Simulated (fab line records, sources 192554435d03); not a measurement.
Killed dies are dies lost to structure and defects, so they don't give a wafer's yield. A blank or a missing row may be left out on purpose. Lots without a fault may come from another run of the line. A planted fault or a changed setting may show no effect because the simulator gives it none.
Problem report in the 8D (eight disciplines) form, filled by code | flow n5_finfet | the parts of the form that need people (team, actions taken, sign-off) are left out

1. THE PROBLEM
trench_depth_nm at N5_BEOL_M11_OCD_MEAS_38 reads a mean of 0 nm on 1 wafer of 1 lot; wafers without a fault read 148 nm with a standard deviation of 3.2. That is -46 standard deviations from the usual mean.
First seen on wafer L746.4, day 13 15:22, on ocd-01. The record holds 24 wafers of 8 lots with a number at this step. Rule for "out", or "out of limits": more than 4 standard deviations from the usual mean. The other wafers with a number count as sound.

2. WHAT IT IS AND WHAT IT IS NOT
question                    | is                | is not
which readings at this step | trench_depth_nm   | -
which lots                  | L746              | L740, L743, L747, L750, L754, L756, L761
which wafers of those lots  | L746.4            | L746.1, L746.2
read on which gauges        | ocd-01            | ocd-02
when                        | from day 13 15:22 | up to then (8 sound wafers); but 15 sound wafers of L747, L750, L754, L756, L761 came after

3. SUSPECTS, AND WHAT RULES EACH OUT
Counting: a tool at a process step up to the reading stays a suspect if it ran every lot that is out. Sound lots after the first of them don't rule it out here, since some wafers of a struck lot are sound.
- the gauge at N5_BEOL_M11_OCD_MEAS_38: ruled out. All the wafers that are out were read on ocd-01, but those of them that N5_PASSIVATION_PROBE_49 has rows for are out there too, on other tools.
- pecvd-01 at N5_BEOL_M10_DEP_56 (deposits SiCN from 3MS/NH3, target thk 15 nm, time 26.5 s): kept. It ran the lot that is out, L746 (day 13 10:05); its last sound lot up to then is L747 (day 13 08:25).
- rie_diel-03 at N5_BEOL_M11_ETCH_62 (etches SOC in N2/H2, target depth 110 nm, overetch 22 nm, time 165 s): kept. It ran the lot that is out, L746 (day 13 12:41); its last sound lot up to then is L747 (day 13 12:23).
- rie_metal-02 at N5_BEOL_M11_HM_OPEN_17 (chemistry Cl2/BCl3, target TiN, target depth 20 nm, overetch 6 nm): kept. It ran the lot that is out, L746 (day 13 12:53); its last sound lot up to then is L740 (day 11 09:09).
- Within pecvd-01 at N5_BEOL_M10_DEP_56: the wafers that are out ran in chamber 2; their sound lot-mates ran in chambers 0, 1.
- Within rie_diel-03 at N5_BEOL_M11_ETCH_62: the wafers that are out ran in chamber 1; their sound lot-mates ran in chambers 0, 3.
Left after counting: pecvd-01 at N5_BEOL_M10_DEP_56, rie_diel-03 at N5_BEOL_M11_ETCH_62, rie_metal-02 at N5_BEOL_M11_HM_OPEN_17.

4. THE CAUSE (what the simulator had put in)
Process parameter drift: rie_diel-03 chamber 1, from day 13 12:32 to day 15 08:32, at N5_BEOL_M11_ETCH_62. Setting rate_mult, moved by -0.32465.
Counting left 3 suspects, and this tool is among them.

5. THE CHAIN OF EFFECTS, in route order
Each row: a reading whose mean over the struck wafers that have a number lies more than 3 standard deviations from the usual. Only readings for which the record gives a usual standard deviation are gone through. hours: the time from each lot's start at the first step in this table that gives one to its start at this step, as a median over the lots. sigmas: the change in usual standard deviations.
hours | step                    | reading              | usual     | on struck wafers | change | sigmas
0     | N5_BEOL_M11_HM_OPEN_17  | oes_product_au       | 0.67 a.u. | 0.48             | -0.19  | -3.1
2     | N5_BEOL_M11_OCD_MEAS_38 | trench_depth_nm      | 148 nm    | 0                | -148   | -46
47    | N5_PASSIVATION_PROBE_49 | defect_limited_yield | 91.3 %    | 0.3              | -91.0  | -65
47    | N5_PASSIVATION_PROBE_49 | killed_at_M4_up      | 14        | 1102             | +1088  | +99 or more
47    | N5_PASSIVATION_PROBE_49 | killed_dies          | 103       | 1177             | +1074  | +63
47    | N5_PASSIVATION_PROBE_49 | killed_on_rim        | 13        | 151              | +138   | +32
47    | N5_PASSIVATION_PROBE_49 | sort_bin_5_function  | 5.1 %     | 96.0             | +90.9  | +94
47    | N5_PASSIVATION_PROBE_49 | sort_n_pass          | 1077      | 3                | -1074  | -63
47    | N5_PASSIVATION_PROBE_49 | sort_yield_pct       | 91.2 %    | 0.3              | -90.9  | -65
The process steps in it:
- N5_BEOL_M11_HM_OPEN_17: chemistry Cl2/BCl3, target TiN, target depth 20 nm, overetch 6 nm.
- N5_PASSIVATION_PROBE_49
Readings that are blank on the struck wafers while sound wafers have them: cd_nm at N5_BEOL_M11_CD_MEAS_18; cd_nm at N5_BEOL_M11_CD_MEAS_35.

6. WHAT WOULD HAVE CAUGHT IT SOONER
In this record the first reading out of limits at a measuring or inspecting step was taken at day 13 15:22, 3 hours after the fault began at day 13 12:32.
Between N5_BEOL_M11_ETCH_62 and N5_BEOL_M11_OCD_MEAS_38, N5_BEOL_M11_CD_MEAS_18 gave no cd_nm on the struck wafers, where sound wafers have one: a measuring or inspecting step that comes back empty is itself a sign.
Of the tool readings at N5_BEOL_M11_ETCH_62 for which the record gives a usual standard deviation, none was out on any struck wafer, so an alarm limit of 4 standard deviations on them would not have fired.
All the lots that are out (1) had begun N5_BEOL_M11_ETCH_62 on rie_diel-03 by day 13 15:22. A hold on the tool at that time would have spared none of them.
